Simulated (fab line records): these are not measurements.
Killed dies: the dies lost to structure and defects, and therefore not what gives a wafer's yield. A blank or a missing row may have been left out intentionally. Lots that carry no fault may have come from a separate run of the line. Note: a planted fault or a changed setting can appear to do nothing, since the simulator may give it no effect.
Comparing a struck lot with a sound one ; flow n5_finfet ; 26 out of 1938 route steps
Sound: wafers L637.2, L637.4, L637.6. Wafers L632.1, L632.2, L632.3 were the ones struck. The cause is named last.
For every step that has rows: the tool of each side, followed by ch and its chambers, followed by its first start. Under that, the readings that differ: sound wafers ; struck wafers ; difference of the means ; sigmas: that difference in standard deviations of wafers without a fault.
alike: readings whose means differ by less than 2 such deviations, and words and numbers that are the same on both sides. not compared: withheld readings, readings that some wafer has no value for, bounds like >300 that may hide the same value, and numbers for which the record gives no deviation and whose values overlap.
The two part at a step that has a row with sigmas, a row that says differs or no value, or rows on one side only. Numbers that have no deviation but don't overlap get no sigmas and don't part them. A reading that every wafer of one side lacks parts them only if that side has two wafers or more.

first, 9 steps without rows for these wafers: N5_MIM_TOP_LITHO_EBR_04; N5_MIM_TOP_LITHO_SOFTBAKE_03 (time 90 s); N5_MIM_TOP_LITHO_EXPOSE_05 (exposes mask MIM TOP, target cd 2000 nm); N5_MIM_TOP_LITHO_PEB_06; N5_MIM_TOP_LITHO_DEVELOP_07 (develop time 60 s); N5_MIM_TOP_LITHO_HARDBAKE_09 (time 120 s); N5_MIM_TOP_LITHO_DESCUM_10 (chemistry O2, time 7.9 s); N5_MIM_TOP_ETCH_ETCH_00 (etches TiN in Cl2/BCl3, target depth 38.5 nm); N5_MIM_TOP_ETCH_STRIP_01 (strips in O2).
N5_MIM_TOP_ETCH_PECVD_03: deposits SiNx from SiH4/NH3/N2, target thk 20 nm, time 17.6 s.
  sound on pecvd-02 ch 1,2, day 19 23:27; struck on pecvd-04 ch 0,1,2, day 18 07:39
reading;sound;struck;difference;sigmas
susceptor_temp_C (C);399.90 399.89 399.89;- - -;no value on the struck wafers;
throttle_valve_pct (%);36.4 36.4 39.2;41.1 42.7 38.8;+3.5;+3
model.SiNx_of_MIM_TOP_ETCH_PECVD_03.thk_nm (nm);20 20.2 20.6;9.6 9.2 9.6;-10.8;
  alike: chamber_pressure_Torr, heater_power_w, showerhead_plenum_p_Torr
then, 13 steps without rows for these wafers: N5_MIM_BOT_LITHO_HMDS_01 (time 60 s); N5_MIM_BOT_LITHO_COAT_02; N5_MIM_BOT_LITHO_EBR_04; N5_MIM_BOT_LITHO_SOFTBAKE_03 (time 90 s); N5_MIM_BOT_LITHO_EXPOSE_05 (exposes mask MIM BOT); N5_MIM_BOT_LITHO_PEB_06; N5_MIM_BOT_LITHO_DEVELOP_07 (develop time 60 s); N5_MIM_BOT_LITHO_HARDBAKE_09 (time 120 s); N5_MIM_BOT_LITHO_DESCUM_10 (chemistry O2, time 7.9 s); N5_MIM_BOT_ETCH_ETCH_04 (etches SiNx in CF4/O2, target depth 26 nm, time 13 s); N5_MIM_BOT_ETCH_ETCH_03 (etches the open film in Cl2/BCl3, target depth 12 nm); N5_MIM_BOT_ETCH_ETCH_00 (etches TiN in Cl2/BCl3, target depth 45.5 nm); N5_MIM_BOT_ETCH_STRIP_01 (strips in O2).
N5_MIM_BOT_ETCH_STRIP_02: strips in post etch residue remover, time 1200 s.
  sound on wet_bench-06 ch 2,3,6, day 20 00:29; struck on wet_bench-02 ch 2,3,4, day 18 08:43
reading;sound;struck;difference;sigmas
model.SiNx_of_MIM_TOP_ETCH_PECVD_03.thk_nm (nm);19.6 20 20.2;9.2 8.8 9.2;-10.9;
then, 1 step without rows for these wafers: N5_MIM_BOT_ETCH_CLEAN_05 (cleans in IPA, time 180 s).
N5_PASSIVATION_PROBE_49:
  struck on prober-01, day 18 17:17; sound on prober-02, day 20 09:08
reading;sound;struck;difference;sigmas
killed_at_M4_up;6 3 3;15;+11;+2
sort_bin_5_function (%);3.8 2.7 3.4;5.3;+2.0;+2
  alike: defect_limited_yield, killed_at_M0_to_M3, killed_at_contacts, killed_at_front_end, killed_at_other, killed_dies, killed_open, killed_short, sort_bin_6_memory, sort_bin_8_speed, sort_n_pass, sort_yield_pct

== WHERE THEY PART ==
Last at N5_PASSIVATION_PROBE_49 as far as this record goes, first at N5_MIM_TOP_ETCH_PECVD_03.

WHY: the cause the simulator had injected
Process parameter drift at N5_MIM_TOP_ETCH_PECVD_03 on pecvd-04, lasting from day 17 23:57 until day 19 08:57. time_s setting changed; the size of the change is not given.
